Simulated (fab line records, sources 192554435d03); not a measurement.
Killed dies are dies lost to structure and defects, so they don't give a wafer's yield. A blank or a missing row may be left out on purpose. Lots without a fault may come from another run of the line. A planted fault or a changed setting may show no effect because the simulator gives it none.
Chamber matching | flow n5_finfet | N5_MOL_CONTACT_COAG_DESCUM_88 on rie_diel-06: 4 sister chambers
The step chemistry O2, time 7 s. 18 wafers are shown with their chamber, then 8 later ones without.

WAFERS WITH THEIR CHAMBER
wafer  | chamber | drypump_motor_current_A (A) | showerhead_plenum_p_Torr (Torr) | oes_product_au (a.u.)
L459.2 | 0       | 5.7                         | 2.21                            | 0.83
L459.4 | 1       | 6.5                         | 2.13                            | 0.73
L459.5 | 0       | 5.7                         | 2.21                            | 0.83
L461.1 | 0       | 5.7                         | 2.21                            | 0.81
L461.2 | 3       | 5.3                         | 2.14                            | 0.87
L461.6 | 0       | 5.7                         | 2.21                            | 0.82
L469.1 | 0       | 5.7                         | 2.20                            | 0.80
L469.3 | 2       | 5.4                         | 2.08                            | 0.73
L469.6 | 0       | 5.8                         | 2.20                            | 0.80
L470.1 | 3       | 5.3                         | 2.14                            | 0.83
L470.2 | 2       | 5.4                         | 2.08                            | 0.73
L470.6 | 1       | 6.5                         | 2.12                            | 0.70
L474.3 | 0       | 5.7                         | 2.20                            | 0.80
L474.4 | 2       | 5.4                         | 2.08                            | 0.73
L474.6 | 2       | 5.4                         | 2.08                            | 0.72
L475.1 | 1       | 6.5                         | 2.12                            | 0.69
L475.4 | 2       | 5.4                         | 2.08                            | 0.73
L475.6 | 2       | 5.4                         | 2.08                            | 0.73

SIGNATURES (means of the wafers above)
reading                  | chamber 0 | chamber 1 | chamber 2 | chamber 3 | scatter within a chamber
drypump_motor_current_A  | 5.714     | 6.500     | 5.400     | 5.300     | 0.0247
showerhead_plenum_p_Torr | 2.2057    | 2.1233    | 2.0800    | 2.1400    | 0.00412
oes_product_au           | 0.8129    | 0.7067    | 0.7283    | 0.8500    | 0.0144
Rule: a wafer's distance from a chamber is the root of the sum, over the readings, of the square of ((its reading less the chamber's mean) divided by the reading's scatter). The wafer belongs to the nearest chamber; if the next one is less than 2 further off, it can't be placed. The scatter: the root of (the sum of the squares of (reading less its chamber's mean) over the shown wafers, divided by (wafers less chambers)).

WAFERS WITHOUT THEIR CHAMBER
wafer  | drypump_motor_current_A (A) | showerhead_plenum_p_Torr (Torr) | oes_product_au (a.u.)
L477.1 | 5.4                         | 2.07                            | 0.73
L477.4 | 5.7                         | 2.20                            | 0.80
L477.5 | 5.8                         | 2.20                            | 0.80
L476.1 | 5.3                         | 2.13                            | 0.82
L476.4 | 5.4                         | 2.07                            | 0.73
L482.1 | 5.7                         | 2.19                            | 0.79
L482.2 | 5.4                         | 2.07                            | 0.72
L482.5 | 5.3                         | 2.13                            | 0.81

WHICH CHAMBER EACH WENT THROUGH
wafer  | from the rows above | in truth
L477.1 | 2                   | 2
L477.4 | 0                   | 0
L477.5 | 0                   | 0
L476.1 | 3                   | 3
L476.4 | 2                   | 2
L482.1 | 0                   | 0
L482.2 | 2                   | 2
L482.5 | 3                   | 3
Placed correctly: 8 of 8. Can't be placed from these rows: 0. Placed wrongly: 0.
